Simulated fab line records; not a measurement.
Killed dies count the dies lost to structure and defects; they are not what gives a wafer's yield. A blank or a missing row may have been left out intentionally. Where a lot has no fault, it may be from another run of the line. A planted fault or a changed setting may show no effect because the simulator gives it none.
fab line records | flow n5-finfet
record lots=7 wafers=21 last-day=18
route steps=1938 shown BEOL_M3@952
lots untouched by any fault: they come from a run of this same line in which no faults occurred
start-h: the number of hours between the record's first day and the start of the first shown wafer of the lot | wait-h: hours elapsed since this lot's preceding step | " as in the row above | L1.1+2: one row covering several wafers at once | - no value, or no start was given | * or withheld: withheld | < > ~ a bound
route shown NAME@n: NAME is a module with steps in the file, n the number in the route of the first one | usual: the fault-free wafers' mean and standard deviation | same: alike in all rows | chamber/n: place in a boat | sites: readings site by site | _std_site: standard deviation of those values | _edge_site: outer sites' mean less inner sites' | radius-mm: how far each site lies from the wafer's centre | mask NAME#n: copy n | behind: the tool/chamber that last shaped the wafer | hold: reason for holding the lot/hours on hold/outcome of the hold | device: names the non-switching transistor (n, p or np) | end of line: the tests these same wafers got at the end of their route | for a step that has no rows: nothing shown but its recipe | killed: dies lost to structure and defects at the first sort, not the wafer's yield | map: shows each die of a wafer: x if killed, . if not, _ if none is there
set.NAME: the run value of the setting; set.NAME@STEP: its run value at that earlier step | model.NAME: the simulator's own value behind a step, which no gauge read
lots at selected steps of the route; one table per step, one row per wafer
services: a tool's chamber out of use, with start hour (start-h, from the record's first day; less than 0 if before it), hours out, and reason
## steps
# step N5_BEOL_M3_STRIP_75
# recipe chemistry=N2/H2 temp-c=40 n2-flow-sccm=200 h2-flow-sccm=200 rf-frequency-hz=6e+07
# step N5_BEOL_M3_STRIP_66
# recipe chemistry=CF4 resist=SiARC power-w=300 bias-power-w=75 pressure-mtorr=50 cf4-flow-sccm=150 rf-frequency-hz=6e+07
# usual bias-power-w=74.97/0.21 drypump-motor-current-A=5.8/0.48 oes-product-au=0.71/0.042 rf-vpp-V=271.8/1.2 showerhead-plenum-p-Torr=1.82/0.045 throttle-valve-pct=13.67/0.18
# columns lot.wafer tool chamber start-h wait-h bias-power-w drypump-motor-current-A oes-product-au rf-hours-counter-h rf-vpp-V showerhead-plenum-p-Torr throttle-valve-pct
L563.4 rie-diel-06 1 152.02 0.0 74.86 5.7 0.69 195 273.0 1.85 13.47
L563.5 " 3 " " 75.31 5.2 0.73 - 269.2 1.74 13.79
L563.6 " 0 " " 74.97 5.7 0.71 - 272.4 1.85 13.48
L566.1 rie-diel-03 2 169.08 0.0 75.14 5.6 0.77 104 271.4 1.81 13.78
L566.5 " 2 " " 75.09 5.6 0.78 - 271.0 1.81 13.77
L566.6 " 0 " " 75.10 5.9 0.71 - 270.7 1.86 13.63
L565.2 rie-diel-05 3 169.15 0.0 75.33 6.0 0.67 221 269.7 1.77 13.73
L565.5 " 2 " " 75.04 6.3 0.72 - 271.9 1.83 13.43
L565.6 " 1 " " 75.21 5.1 0.70 - 272.8 1.86 13.79
L567.1 rie-diel-03 1 186.20 0.0 74.92 6.4 0.68 233 272.0 1.82 13.74
L567.5 " 2 " " 74.87 5.6 0.78 - 270.7 1.81 13.77
L567.6 " 1 " " 75.07 6.4 0.67 - 274.2 1.82 13.74
L574.1 rie-diel-06 1 226.68 0.0 75.16 5.7 0.67 217 271.3 1.84 13.51
L574.2 " 2 " " 74.95 6.7 0.75 147 269.6 1.73 13.64
L574.6 " 3 " " 74.69 5.2 0.72 - 270.0 1.73 13.84
L581.1 rie-diel-05 2 261.25 0.0 74.50 6.4 0.71 227 272.8 1.82 13.47
L581.5 " 1 " " 75.00 5.1 0.68 - 271.8 1.85 13.87
L581.6 " 2 " " 74.73 6.3 0.71 - 272.7 1.82 13.47
L583.2 rie-diel-05 3 300.13 0.0 74.70 6.0 0.94 5 271.2 1.76 13.24
L583.4 " 0 " " 75.11 5.3 0.72 - 272.6 1.87 13.55
L583.6 " 1 " " 74.78 5.1 0.68 - 273.9 1.85 13.89
# step N5_BEOL_M3_HM_OPEN_17
# recipe chemistry=Cl2/BCl3 target-depth-a=200 overetch-a=60 target=TiN mask-material=SOC ion-energy-ev=150 pressure-mtorr=10 icp-w=1000 bias-w=126 Cl2_flow_sccm=53.25 bcl3-flow-sccm=21.75 Ar_flow_sccm=25
# usual drypump-motor-current-A=5.4/0.36 mfc-ar-sccm=25.00/0.077 mfc-cl2-sccm=53.23/0.16 oes-product-au=0.61/0.07 throttle-valve-pct=22.19/0.29
# columns lot.wafer tool chamber start-h wait-h drypump-motor-current-A mfc-ar-sccm mfc-cl2-sccm oes-product-au rf-hours-counter-h throttle-valve-pct
L563.4 rie-metal-02 0 152.12 0.1 5.3 24.93 53.24 0.58 - 22.13
L563.5 " 0 " " 5.3 24.96 53.07 0.58 - 22.14
L563.6 " 1 " " 5.0 25.02 53.30 0.72 - 22.36
L566.1 rie-metal-01 0 169.12 0.0 5.9 24.91 53.46 0.58 86 22.46
L566.5 " 0 " " 5.9 24.91 53.23 0.57 - 22.47
L566.6 " 1 " " 5.3 25.14 53.18 0.69 - 21.97
L565.2 rie-metal-01 1 169.21 0.0 5.3 24.95 53.21 0.69 26 21.99
L565.5 " 0 " " 5.9 24.94 52.95 0.57 - 22.43
L565.6 " 1 " " 5.3 24.98 53.07 0.68 - 21.99
L567.1 rie-metal-03 0 186.24 0.0 5.6 25.13 53.47 0.51 121 22.31
L567.5 " 0 " " 5.6 25.03 53.09 0.52 - 22.30
L567.6 " 1 " " 6.0 25.02 52.96 0.67 - 21.55
L574.1 rie-metal-03 0 226.72 0.0 5.6 24.97 53.38 0.50 125 22.34
L574.2 " 1 " " 6.0 24.90 53.17 0.65 44 21.56
L574.6 " 0 " " 5.6 25.01 53.34 0.51 - 22.34
L581.1 rie-metal-01 0 261.30 0.0 5.9 24.99 53.40 0.56 94 22.45
L581.5 " 1 " " 5.3 25.00 53.14 0.67 - 22.01
L581.6 " 0 " " 5.9 25.01 53.53 0.56 - 22.47
L583.2 rie-metal-01 1 300.19 0.0 5.3 24.90 53.26 0.67 33 21.99
L583.4 " 1 " " 5.3 24.90 53.32 0.67 - 21.96
L583.6 " 1 " " 5.3 24.98 53.15 0.67 - 21.99
# step N5_BEOL_M3_STRIP_19
# recipe chemistry=O2 power-w=400 temp-c=40 pressure-mtorr=30 rf-frequency-hz=6e+07 bias-power-w=0 overash-fraction=0.2 o2-flow-sccm=225
# usual drypump-motor-current-A=5.8/0.51 oes-product-au=0.72/0.057 rf-vpp-V=3.6/0.43 showerhead-plenum-p-Torr=2.12/0.069 throttle-valve-pct=16.77/0.15
# same bias-power-w=0
# columns lot.wafer tool chamber start-h wait-h drypump-motor-current-A oes-product-au rf-hours-counter-h rf-vpp-V showerhead-plenum-p-Torr throttle-valve-pct
L563.4 rie-diel-05 2 152.20 0.1 6.4 0.73 194 3.7 2.18 16.62
L563.5 " 0 " " 5.3 0.77 - 3.5 2.18 16.42
L563.6 " 3 " " 6.0 0.66 - 3.8 2.08 16.83
L566.1 rie-diel-03 3 169.23 0.1 5.9 0.69 220 3.8 2.16 17.03
L566.5 " 0 " " 5.9 0.71 - 3.4 2.16 16.63
L566.6 " 3 " " 5.9 0.69 - 3.6 2.16 17.03
L565.2 rie-diel-06 3 169.32 0.1 5.2 0.74 200 3.7 2.00 16.82
L565.5 " 2 " " 6.7 0.79 - 2.9 2.03 16.72
L565.6 " 1 " " 5.7 0.70 - 3.9 2.18 16.62
L567.1 rie-diel-03 1 186.40 0.1 6.4 0.68 233 2.8 2.15 16.84
L567.5 " 3 " " 5.8 0.68 - 3.3 2.15 17.05
L567.6 " 2 " " 5.7 0.77 - 3.7 2.14 17.01
L574.1 rie-diel-06 0 226.93 0.2 5.7 0.69 212 3.8 2.20 16.77
L574.2 " 3 " " 5.2 0.73 218 3.9 2.00 16.86
L574.6 " 3 " " 5.2 0.73 - 3.0 2.00 16.85
L581.1 rie-diel-06 2 261.41 0.1 6.7 0.76 159 3.3 2.02 16.77
L581.5 " 2 " " 6.7 0.77 - 4.2 2.02 16.78
L581.6 " 1 " " 5.7 0.68 - 2.6 2.17 16.67
L583.2 rie-diel-05 3 300.30 0.1 6.0 0.92 5 3.1 2.06 16.43
L583.4 " 0 " " 5.3 0.73 - 2.8 2.16 16.51
L583.6 " 1 " " 5.1 0.69 - 3.3 2.16 16.91
# step N5_BEOL_M3_CD_MEAS_18
# recipe pitch-nm=36 target-cd-nm=18
# usual cd-nm=17.9/0.46
# columns lot.wafer tool chamber start-h wait-h cd-nm
L563.4 cd-sem-01 - 152.27 0.1 17.7
L563.5 " - " " 18.3
L563.6 " - " " 17.6
L566.1 cd-sem-01 - 169.30 0.0 17.9
L566.5 " - " " 17.0
L566.6 " - " " 17.0
L565.2 cd-sem-02 - 169.39 0.1 17.8
L565.5 " - " " 17.6
L565.6 " - " " 18.1
L567.1 cd-sem-01 - 186.47 0.0 17.4
L567.5 " - " " 17.8
L567.6 " - " " 17.6
L574.1 cd-sem-01 - 227.00 0.0 17.3
L574.2 " - " " 17.4
L574.6 " - " " 18.1
L581.1 cd-sem-03 - 261.48 0.0 17.5
L581.5 " - " " 18.1
L581.6 " - " " 17.4
L583.2 cd-sem-02 - 300.37 0.1 17.3
L583.4 " - " " 18.6
L583.6 " - " " 17.7
# step N5_BEOL_M3_COAT_67
# recipe resist=SOC temp-c=250 time-s=60 spin-rpm=1500 resist-thk-nm=60
# step N5_BEOL_M3_COAT_68
# recipe resist=SiARC temp-c=220 time-s=60 spin-rpm=1500 resist-thk-nm=12
# step N5_BEOL_M3_COAT_76
# recipe resist=underlayer temp-c=205 time-s=60 spin-rpm=1500 resist-thk-nm=5
# step N5_BEOL_M3_COAT_22
# recipe resist=CAR-EUV spin-rpm=1500 resist-thk-nm=30
# step N5_BEOL_M3_EBR_24
# recipe solvent=PGMEA ebr-width-mm=1.5
# step N5_BEOL_M3_SOFTBAKE_23
# recipe temp-c=110 time-s=60 resist=CAR-EUV
# step N5_BEOL_M3_EXPOSE_25
# recipe mask-id=V2 na=0.33 source-shape=quasar sigma-inner=0.2 sigma-outer=0.8 polarization=unpolarized defocus-nm=5 dose-mj=63
# step N5_BEOL_M3_PEB_26
# recipe peb-temp-c=100 peb-time-s=60 resist=CAR-EUV
# usual chill-plate-temp-C=22.99/0.11 exhaust-pa=44.8/0.89
# columns lot.wafer tool chamber start-h wait-h chill-plate-temp-C exhaust-pa
L563.4 litho-track-02 0 152.53 0.0 22.86 46.2
L563.5 " 0 " " 23.02 43.7
L563.6 " 0 " " 23.00 44.8
L566.1 litho-track-04 - 169.71 0.1 - -
L566.5 " - " " - -
L566.6 " - " " - -
L565.2 litho-track-05 - 169.77 0.1 - -
L565.5 " - " " - -
L565.6 " - " " - -
L567.1 litho-track-02 - 186.72 0.1 - -
L567.5 " - " " - -
L567.6 " - " " - -
L574.1 litho-track-02 0 227.37 0.1 22.92 44.4
L574.2 " 0 " " 22.93 44.2
L574.6 " 0 " " 22.83 44.1
L581.1 litho-track-04 0 261.86 0.1 23.02 44.0
L581.5 " 0 " " 22.84 43.3
L581.6 " 0 " " 22.96 44.1
L583.2 litho-track-05 0 300.75 0.1 23.05 44.1
L583.4 " 0 " " 23.00 45.3
L583.6 " 0 " " 23.01 45.4
# step N5_BEOL_M3_DEVELOP_27
# recipe develop-time-s=30 developer=TMAH resist=CAR-EUV rinse-liquid=surfactant-rinse dry=air-spin dev-temp-c=23
## services
# columns tool chamber start-h hours kind
rie-diel-05 3 136.41 7.8 repair
rie-metal-01 - 143.73 22.0 repair
rie-diel-06 - 182.23 2.8 pm
rie-metal-01 1 183.54 40.6 repair
rie-metal-01 1 224.29 8.2 repair
rie-diel-03 - 242.73 14.6 pm
rie-metal-01 - 246.65 1.1 repair
rie-metal-03 0 262.62 - clean
rie-metal-03 0 262.62 13.7 scheduled-down
rie-metal-03 0 262.62 13.7 vent-cycle
rie-diel-05 3 272.30 - clean
rie-diel-05 3 272.30 - consumable-replace:focus-ring
rie-diel-05 3 272.30 16.6 scheduled-down
rie-diel-05 3 272.30 16.6 vent-cycle
rie-diel-03 3 279.83 - clean
rie-diel-03 3 279.83 - consumable-replace:focus-ring
rie-diel-03 3 279.83 23.5 scheduled-down
rie-diel-03 3 279.83 23.5 vent-cycle
rie-diel-05 1 282.09 17.6 repair
rie-metal-01 1 289.45 1.2 repair
rie-diel-05 2 299.70 4.2 repair
## key
first-sign step=N5_BEOL_M3_PEB_26 reading=tool-record direction=missing
effect none on later readings
met-at N5_BEOL_M3_PEB_26
struck-wafers L565.2,L565.5,L565.6,L566.1,L566.5,L566.6,L567.1,L567.5,L567.6
later-rows-left-out L565.2,L565.5,L565.6,L566.1,L566.5,L566.6,L567.1,L567.5,L567.6
sort-left-out L565.2,L565.5,L565.6,L566.1,L566.5,L566.6,L567.1,L567.5,L567.6
onset-between 152.53 169.71
fault kind=skipped-step-whole tool=litho-track-02,litho-track-04,litho-track-05 chamber=- onset-h=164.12 steps=N5_BEOL_M3_PEB_26 scope=struck-lots-only
# sort-left-out: the simulated sort isn't trusted on such a fault, so these wafers' sort isn't shown, and their yield isn't known
# later-rows-left-out: the simulator's readings of these wafers behind a module that went badly wrong aren't trusted and aren't shown, but for the sort
